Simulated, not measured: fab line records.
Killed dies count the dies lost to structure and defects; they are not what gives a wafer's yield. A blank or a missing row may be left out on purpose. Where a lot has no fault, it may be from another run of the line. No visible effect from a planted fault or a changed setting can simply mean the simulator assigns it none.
fab line records	flow n5-finfet
[record] lots = 4	wafers = 12	last-day = 17
route steps=1938 shown BEOL_M3@1015 BEOL_M4@1021
lots with no fault: from the same line, run without faults
start-h: hours from the record's opening day to when the first of the lot's shown wafers began	wait-h: hours elapsed since this lot's preceding step	" repeats the value in the row above	L1.1+2: a row that stands for several wafers	- no value, or no start was given	* or withheld: withheld	< > ~ a bound
route shown NAME@n: names a module that has steps shown in the file, with the first one's number in the route	usual: the fault-free wafers' mean and standard deviation	same: alike in all rows	chamber/n: place in a boat	sites: readings site by site	_std_site: standard deviation across them	_edge_site: the outer-site mean with the inner-site mean subtracted	radius-mm: for every site, how far away it sits from the centre of the wafer	mask NAME#n: copy n	behind: tool/chamber where the wafer was last shaped	hold: why the lot went on hold/how many hours it stayed there/how the hold came to an end	device: names the non-switching transistor (n, p or np)	end of line: the same wafers' tests at the end of the route	where a step has no rows: the recipe by itself	killed: dies lost to structure and defects at the first sort, not the wafer's yield	map: per-die view of a wafer (x killed, . not killed, _ where there is no die)
set.NAME: the setting the step ran with; set.NAME@STEP: the setting that earlier step ran with	model.NAME: the simulator's own value behind a step, which no gauge read
lots at some steps of the route; a table a step, a row a wafer
services: from which hour (start-h, from the record's first day; less than 0 if before it) a tool's chamber was out of use, for how many hours, and why
[[steps]]
[step N5_BEOL_M3_PRE_CLEAN_60]
[recipe] gas = NH3/H2	time-s = 15	temp-c = *	rf-power-w = 300
[step N5_BEOL_M3_CO_CAP_55]
[recipe] material = Co	target-thk-a = 20	temp-c = 200	precursor = CCTBA/H2	pressure-torr = 30	time-s = 102.1
[step N5_BEOL_M3_PRE_CLEAN_56]
[recipe] gas = NH3	time-s = 15	temp-c = withheld	rf-power-w = 300
[step N5_BEOL_M3_DEP_57]
[recipe] material = SiCN	target-thk-a = 80	temp-c = withheld	precursor = 3MS/NH3	pressure-torr = 3	rf-w = 202	time-s = 14
[step N5_BEOL_M4_ILD_DEP_00]
[recipe] material = SiOC	target-thk-a = 790	temp-c = 350	precursor = DEMS/O2	pressure-torr = 5	rf-w = 500	time-s = 15.3
[step N5_BEOL_M4_PECVD_72]
[recipe] material = SiO2	target-thk-a = 160	temp-c = 400	precursor = TEOS/O2	pressure-torr = 5.5	rf-w = 450	teos-flow-sccm = 53.8	gas = O2	flow-sccm = 3000	time-s = 18
[step N5_BEOL_M4_HM_DEP_02]
[recipe] material = TiN	target-thk-a = 200	temp-c = 25	chamber-pressure-pa = 0.49996
[step N5_BEOL_M4_COAT_61]
[recipe] resist = SOC	temp-c = 250	time-s = 60	spin-rpm = 1500	resist-thk-nm = 60
[step N5_BEOL_M4_COAT_62]
[recipe] resist = SiARC	temp-c = 220	time-s = 60	spin-rpm = 1500	resist-thk-nm = 12
[usual] chill-plate-temp-C = 23.00/0.1	plate-temp-C = 219.99/0.18	spin-speed-rpm = 1499.9/1
lot.wafer	tool	chamber	start-h	wait-h	chill-plate-temp-C	plate-temp-C	spin-speed-rpm	model.SiARC_of_BEOL_M4_COAT_62.thk-nm
L657.2	litho-track-03	0	207.31	-	23.10	219.65	1500.4	12
L657.4	"	0	"	"	23.20	219.91	1499.4	12
L657.5	"	0	"	"	23.28	219.73	1499.1	12
L660.2	litho-track-03	0	241.36	-	23.03	219.97	1629.1	11.4
L660.3	"	0	"	"	23.11	220.17	1629.1	11.6
L660.6	"	0	"	"	22.83	220.04	1629.8	11.6
L663.4	litho-track-03	0	249.54	-	22.88	219.93	1631.1	11.6
L663.5	"	0	"	"	22.97	220.20	1630.4	11.6
L663.6	"	0	"	"	23.04	220.12	1630.8	11.6
L669.2	litho-track-02	0	290.12	-	22.86	219.97	1499.4	12
L669.5	"	0	"	"	22.96	219.87	1499.5	12
L669.6	"	0	"	"	22.91	219.76	1500.2	12
[step N5_BEOL_M4_COAT_73]
[recipe] resist = underlayer	temp-c = 205	time-s = 60	spin-rpm = 1500	resist-thk-nm = 5
[step N5_BEOL_M4_COAT_05]
[recipe] resist = CAR-EUV	spin-rpm = 1500	resist-thk-nm = 30
[step N5_BEOL_M4_EBR_07]
[recipe] solvent = PGMEA	ebr-width-mm = 1.5
[step N5_BEOL_M4_SOFTBAKE_06]
[recipe] temp-c = 110	time-s = 60	resist = CAR-EUV
[step N5_BEOL_M4_EXPOSE_08]
[recipe] mask-id = M4	na = 0.33	source-shape = dipole	sigma-inner = 0.369	sigma-outer = 0.767	polarization = unpolarized	dose-mj = 41.25
[step N5_BEOL_M4_PEB_09]
[recipe] peb-temp-c = 100	peb-time-s = 60	resist = CAR-EUV
[step N5_BEOL_M4_DEVELOP_10]
[recipe] develop-time-s = 30	developer = TMAH	resist = CAR-EUV	rinse-liquid = surfactant-rinse	dry = air-spin	dev-temp-c = 23
[step N5_BEOL_M4_DESCUM_16]
[recipe] chemistry = O2	time-s = 7	source-power-w = 50	bias-power-w = 20	pressure-mtorr = 20	rf-frequency-hz = 2.712e+07	temp-c = 40	resist = CAR-EUV	o2-flow-sccm = 225
[step N5_BEOL_M4_ETCH_74]
[recipe] chemistry = N2/H2	target = underlayer	target-depth-a = 65	mask-material = CAR-EUV	time-s = 5.2	ion-energy-ev = 200	pressure-mtorr = 30	source-w = 840	bias-w = 150	n2-flow-sccm = 200	h2-flow-sccm = 200	ends = cleared
[step N5_BEOL_M4_ETCH_63]
[recipe] chemistry = CF4	target = SiARC	target-depth-a = 156	mask-material = CAR-EUV	time-s = 26	ion-energy-ev = 80	pressure-mtorr = 40	source-w = 545	bias-w = 36	Ar_flow_sccm = 100	cf4-flow-sccm = 100	ends = cleared
[usual] drypump-motor-current-A = 5.7/0.43	etch-rf-on-time-s = 25.9/0.4	oes-product-au = 0.67/0.066	rf-vpp-V = 184.3/1.4	showerhead-plenum-p-Torr = 2.17/0.079	throttle-valve-pct = 15.64/0.25
lot.wafer	tool	chamber	start-h	wait-h	drypump-motor-current-A	etch-rf-on-time-s	oes-product-au	rf-hours-counter-h	rf-vpp-V	showerhead-plenum-p-Torr	throttle-valve-pct	model.etch.depth-nm	model.CAR-EUV_of_BEOL_M4_COAT_05.thk-nm
L657.2	rie-diel-01	3	207.76	0.0	6.2	26.0	0.65	141	183.8	2.23	15.62	12.01	11
L657.4	"	2	"	"	5.0	26.2	0.59	241	185.8	2.20	16.03	11.98	11
L657.5	"	3	"	"	6.2	26.0	0.65	-	186.0	2.23	15.61	11.99	11
L660.2	rie-diel-01	3	242.53	0.0	6.2	25.0	0.64	156	184.8	2.22	15.65	11.49	11.4
L660.3	"	0	"	"	5.7	25.5	0.60	205	181.0	2.05	15.89	11.5	11.6
L660.6	"	3	"	"	6.2	24.7	0.64	-	185.6	2.23	15.65	11.51	11.4
L663.4	rie-diel-01	1	250.67	0.0	5.6	24.9	0.69	-	184.9	2.25	15.45	11.51	11.6
L663.5	"	3	"	"	6.2	24.8	0.64	-	186.4	2.22	15.68	11.51	11.6
L663.6	"	0	"	"	5.6	25.7	0.60	-	182.9	2.04	15.91	11.52	11.4
L669.2	rie-diel-06	1	290.92	0.0	5.0	26.1	0.73	49	182.5	2.09	15.41	11.95	11.2
L669.5	"	1	"	"	5.0	25.9	0.73	-	182.4	2.09	15.43	11.92	11.2
L669.6	"	0	"	"	5.7	25.7	0.72	-	181.8	2.08	15.45	11.94	11.2
[step N5_BEOL_M4_ETCH_64]
[recipe] chemistry = N2/H2	target = SOC	target-depth-a = 750	overetch-a = 225	mask-material = SiARC	temp-c = 40	time-s = 121.9	ion-energy-ev = 200	pressure-mtorr = 30	source-w = 840	bias-w = 150	n2-flow-sccm = 200	h2-flow-sccm = 200
[usual] drypump-motor-current-A = 5.8/0.43	oes-product-au = 0.60/0.056	rf-vpp-V = 524.9/2.8	showerhead-plenum-p-Torr = 2.58/0.1	throttle-valve-pct = 17.85/0.27
lot.wafer	tool	chamber	start-h	wait-h	drypump-motor-current-A	oes-product-au	rf-hours-counter-h	rf-vpp-V	showerhead-plenum-p-Torr	throttle-valve-pct	model.SiARC_of_BEOL_M4_COAT_62.thk-nm
L657.2	rie-diel-01	3	207.79	0.0	6.2	0.57	141	527.2	2.65	17.86	6.4
L657.4	"	2	"	"	5.1	0.52	241	525.5	2.61	18.21	6.4
L657.5	"	3	"	"	6.2	0.58	-	527.2	2.65	17.86	6.2
L660.2	rie-diel-01	3	242.56	0.0	6.2	0.56	156	525.3	2.65	17.89	5.8
L660.3	"	0	"	"	5.7	0.55	205	521.6	2.41	18.07	6
L660.6	"	3	"	"	6.2	0.57	-	527.9	2.65	17.89	5.8
L663.4	rie-diel-01	1	250.74	0.1	5.6	0.63	-	527.4	2.68	17.62	5.8
L663.5	"	3	"	"	6.2	0.57	-	525.6	2.64	17.88	5.8
L663.6	"	0	"	"	5.6	0.55	-	519.5	2.41	18.09	6
L669.2	rie-diel-06	1	290.95	0.0	5.0	0.64	49	522.6	2.47	17.54	6.4
L669.5	"	1	"	"	5.0	0.65	-	521.8	2.47	17.54	6.4
L669.6	"	0	"	"	5.7	0.64	-	523.3	2.47	17.69	6.2
[step N5_BEOL_M4_STRIP_65]
[recipe] chemistry = N2/H2	temp-c = 40	n2-flow-sccm = 200	h2-flow-sccm = 200	rf-frequency-hz = 6e+07
[step N5_BEOL_M4_RC_MEAS_101]
[usual] DIBL_N = 36.5/1.4	DIBL_P = 36.6/1.6	IOFF_N = 0.160/0.024	IOFF_P = 0.217/0.029	ION_N = 674/8.7	ION_P = 464/6.5	SS_N = 71.6/0.47	SS_P = 73.4/0.57	VT_N = 250.0/2.5	VT_P = -250/3.1
lot.wafer	tool	chamber	start-h	wait-h	DIBL_N[mV/V]	DIBL_P[mV/V]	IOFF_N[nA/um]	IOFF_P[nA/um]	ION_N[uA/um]	ION_P[uA/um]	SS_N[mV/dec]	SS_P[mV/dec]	VT_N[mV]	VT_P[mV]
L657.2	prober-02	0	219.06	0.4	39.5	38.6	0.216	0.269	679	464	71.9	73.7	244.3	-250
L657.4	"	0	"	"	36.6	35.3	0.162	0.207	665	462	70.9	73.2	249.6	-250
L657.5	"	0	"	"	36.9	36.0	0.169	0.230	689	473	71.2	73.5	247.6	-250
L660.2	prober-01	0	257.61	0.2	36.3	37.0	0.142	0.190	670	462	72.3	73.6	252.4	-254
L660.3	"	0	"	"	35.1	34.0	0.123	0.161	658	450	71.1	73.2	254.8	-255
L660.6	"	0	"	"	35.4	35.5	0.130	0.169	669	453	71.5	73.7	253.9	-254
L663.4	prober-02	0	263.61	0.5	35.7	35.3	0.135	0.167	676	456	71.4	73.1	251.1	-255
L663.5	"	0	"	"	34.9	34.0	0.115	0.147	658	450	71.2	73.1	255.8	-259
L663.6	"	0	"	"	35.9	35.2	0.131	0.162	661	453	72.1	73.6	252.4	-255
L669.2	prober-01	0	301.30	0.2	35.7	38.0	0.155	0.196	675	458	72.1	73.3	251.8	-252
L669.5	"	0	"	"	35.5	38.1	0.153	0.204	680	462	71.6	73.2	251.5	-252
L669.6	"	0	"	"	37.5	41.2	0.203	0.257	684	467	71.7	73.7	249.2	-248
[[services]]
tool	chamber	start-h	hours	kind
rie-diel-01	2	185.30	17.7	repair
rie-diel-01	2	231.57	-	clean
rie-diel-01	2	231.57	-	consumable-replace:focus-ring
rie-diel-01	2	231.57	32.8	scheduled-down
rie-diel-01	2	231.57	32.8	vent-cycle
rie-diel-06	1	266.28	23.2	repair
[[key]]
[first-sign] step = N5_BEOL_M4_COAT_62	reading = spin-speed-rpm	direction = up	sigmas = 99+	usual = *	struck = *
effect none on later readings
[model-effect] step = N5_BEOL_M4_COAT_62	value = SiARC_of_BEOL_M4_COAT_62.thk-nm	without = 12	struck = 11.57
[model-effect] step = N5_BEOL_M4_ETCH_63	value = etch.depth-nm	without = 12	struck = 11.51
[model-effect] step = N5_BEOL_M4_ETCH_64	value = SiARC_of_BEOL_M4_COAT_62.thk-nm	without = 6.333	struck = 5.867
met-at N5_BEOL_M4_COAT_62
struck-wafers L660.2,L660.3,L660.6,L663.4,L663.5,L663.6
onset-between 207.31 241.36
[fault] kind = process-parameter-drift	tool = litho-track-03	chamber = -	onset-h = 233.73	steps = N5_BEOL_M4_COAT_62	channel = spin-rpm	offset = *	shape = step	end-h = 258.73	acts-in = *	stated = *
